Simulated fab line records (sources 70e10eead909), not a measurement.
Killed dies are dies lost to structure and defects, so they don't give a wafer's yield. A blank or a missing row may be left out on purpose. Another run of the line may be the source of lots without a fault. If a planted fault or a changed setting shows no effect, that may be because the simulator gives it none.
A lot that was struck, set against a sound lot || flow nand_harc || 39 steps out of a route of 1302
Sound: these wafers, L510.1, L510.3, L510.4. The struck wafers were L507.1, L507.2, L507.4. Last of all comes the cause.
Each step with rows lists, per side, the tool, then ch with its chambers, then its first start. Under that, the readings that differ: sound wafers || struck wafers || difference of the means || sigmas: that difference in standard deviations of wafers without a fault.
alike: readings whose means differ by less than 2 such deviations, and words and numbers that are the same on both sides. not compared: withheld readings, readings that some wafer has no value for, bounds like >300 that may hide the same value, and numbers for which the record gives no deviation and whose values overlap.
Wherever a step has rows on one side only, a row that says differs or no value, or a row with sigmas, the two part there. Numbers that don't overlap but have no deviation are shown without sigmas and don't part them. Lack of a reading on every wafer of one side parts them only where that side has two or more wafers.

first, 1 step without rows for these wafers: NHARC_A_CHANNEL_FILL_D1_ALD_02 (deposits SiO2, target thk 6 nm, pulse time 10 s, ald cycles 60).
NHARC_A_CHANNEL_FILL_D1_ALD_03: deposits SiNx, target thk 6 nm, pulse time 60 s, ald cycles 58.
  sound: ald_sin_batch-02 ch 0; struck: ald_sin_batch-02 ch 0
  alike: chamber_pressure_Torr, precursor_pulse_height_rel
then, 1 step without rows for these wafers: NHARC_A_CHANNEL_FILL_D1_ALD_14 (deposits SiO2, target thk 2.5 nm, pulse time 10 s, ald cycles 25).
NHARC_A_CHANNEL_FILL_D1_ALD_15: deposits SiNx, target thk 2 nm, pulse time 60 s, ald cycles 19.
  sound: ald_sin_batch-02 ch 0; struck: ald_sin_batch-03 ch 0
  alike: chamber_pressure_Torr, precursor_pulse_height_rel
then, 3 steps without rows for these wafers: NHARC_A_CHANNEL_FILL_D1_ALD_16 (deposits SiO2, target thk 1.5 nm, pulse time 10 s, ald cycles 15); NHARC_A_CHANNEL_FILL_D1_ANNEAL_17 (time 1800 s); NHARC_A_CHANNEL_FILL_D1_CVD_18 (deposits poly-Si, target thk 3 nm).
NHARC_A_CHANNEL_FILL_D1_ETCHBACK_19: etches the open film in HBr/Cl2, target depth 5 nm, time 1.7 s.
  sound on rie_si-05 ch 0,2,3, day 15 23:58; struck on rie_si-02 ch 0,2,3, day 14 11:02
{"reading": "drypump_motor_current_A (A)", "sound": "5.74 5.76 6.23", "struck": "5.13 5.62 5.18", "difference": -0.60, "sigmas": -2}
{"reading": "rf_hours_counter_h (h)", "sound": "0.25 0.37 0.37", "struck": "0.19 0.14 0.17", "difference": -0.16, "sigmas": ""}
  alike: bias_w, chamber_pressure_mTorr, he_backside_leak_sccm, oes_product_au, throttle_valve_pct
then, 1 step without rows for these wafers: NHARC_A_CHANNEL_FILL_D1_ETCHBACK_20 (etches the open film in C4F8/O2/Ar, target depth 27 nm, time 13.5 s).
NHARC_A_CHANNEL_FILL_D1_STRIP_28: strips in O2, time 20 s.
  sound on rie_diel-02 ch 0,1,2, day 16 00:11; struck on rie_diel-02 ch 0,1,3, day 14 11:42
{"reading": "rf_hours_counter_h (h)", "sound": "6.8 6.8 7.1", "struck": "5.2 5.5 4.8", "difference": -1.7, "sigmas": ""}
  alike: chamber_pressure_mTorr, drypump_motor_current_A, mfc_ar_sccm, oes_product_au, rf_vpp_V, showerhead_plenum_p_Torr, throttle_valve_pct
then, 2 steps without rows for these wafers: NHARC_A_CHANNEL_FILL_D1_PRECLEAN_21 (cleans in dHF, time 30 s); NHARC_A_CHANNEL_FILL_D1_SRD_23.
NHARC_A_CHANNEL_FILL_D1_CVD_05: deposits poly-Si, target thk 5 nm.
  sound on lpcvd_poly-02 ch 0, day 16 02:40; struck on lpcvd_poly-03 ch 0, day 14 13:49
  alike: spike_tc_bottom_C, tube_center_temp_C
then, 3 steps without rows for these wafers: NHARC_A_CHANNEL_FILL_D1_ANNEAL_22 (time 7200 s); NHARC_A_CHANNEL_FILL_D1_ALD_25 (deposits SiOx, target thk 60 nm, pulse time 10 s, ald cycles 600); NHARC_A_CHANNEL_FILL_D1_ETCHBACK_08 (etches the open film in C4F8, target depth 220 nm, time 110 s).
NHARC_A_CHANNEL_FILL_D1_STRIP_29: strips in O2, time 20 s.
  sound: rie_diel-03 ch 0,1,2; struck: rie_diel-13 ch 1,2,3
  alike: chamber_pressure_mTorr, drypump_motor_current_A, mfc_ar_sccm, oes_product_au, rf_vpp_V, showerhead_plenum_p_Torr, throttle_valve_pct
  not compared: rf_hours_counter_h
then, 15 steps without rows for these wafers: NHARC_A_CHANNEL_FILL_D1_PRECLEAN_30 (cleans in dHF, time 30 s); NHARC_A_CHANNEL_FILL_D1_SRD_31; NHARC_A_CHANNEL_FILL_D1_CVD_09 (deposits poly-Si, target thk 150 nm, time 3000 s); NHARC_A_CHANNEL_FILL_D1_CMP_10 (polishes, target thk 150 nm); NHARC_A_CHANNEL_FILL_D1_SRD_12; NHARC_A_DECK1_JOINT_ETCHBACK_07 (etches the open film in HBr, target depth 105 nm, time 26.9 s); NHARC_A_DECK1_JOINT_ETCH_25 (etches SiO2 in dHF, target depth 0.5 nm); NHARC_A_DECK1_JOINT_ETCH_19 (etches poly-Si in TMAH, target depth 3 nm); NHARC_A_DECK1_JOINT_ETCH_18 (etches SiO2 in dHF, target depth 3 nm); NHARC_A_DECK1_JOINT_WET_08 (chemistry H3PO4, time 86 s); NHARC_A_DECK1_JOINT_ETCH_09 (etches SiO2 in dHF, target depth 5 nm); NHARC_A_DECK1_JOINT_WET_10 (chemistry H3PO4, time 86 s); NHARC_A_DECK1_JOINT_ETCH_11 (etches SiO2 in dHF, target depth 35 nm); NHARC_A_DECK1_JOINT_CVD_12 (deposits poly-Si, target thk 90 nm, time 1800 s); NHARC_A_DECK1_JOINT_CMP_13 (polishes, target thk 51.023 nm).
NHARC_A_DECK1_JOINT_THK_MEAS_14: measures by ellipsometry.
  struck on film_metro-01, day 15 21:19; sound on film_metro-01, day 17 10:21
  alike: thk_nm
then, 5 steps without rows for these wafers: NHARC_A_DECK1_JOINT_SRD_04; NHARC_A_DECK1_JOINT_ETCHBACK_00 (etches the open film in HBr, target depth 30 nm, time 17.4 s); NHARC_A_DECK1_JOINT_PRECLEAN_30 (cleans in SC1); NHARC_A_DECK1_JOINT_SRD_31; NHARC_A_DECK1_JOINT_CVD_34 (deposits SiNx, target thk 20 nm).
-- jump in the record: it breaks off in module A_DECK1_JOINT and resumes in module END (first step shown: number 1302 of the route), and 13 days separate the struck wafers' starts before and after --
NHARC_END_SORT_01:
  here the record holds rows for the struck wafers (prober-01 ch 0, day 28 19:31) but none for the sound ones

== WHERE THEY PART ==
Earliest at NHARC_A_CHANNEL_FILL_D1_ETCHBACK_19; latest, in this record, at NHARC_END_SORT_01.

WHY: the cause the simulator had injected
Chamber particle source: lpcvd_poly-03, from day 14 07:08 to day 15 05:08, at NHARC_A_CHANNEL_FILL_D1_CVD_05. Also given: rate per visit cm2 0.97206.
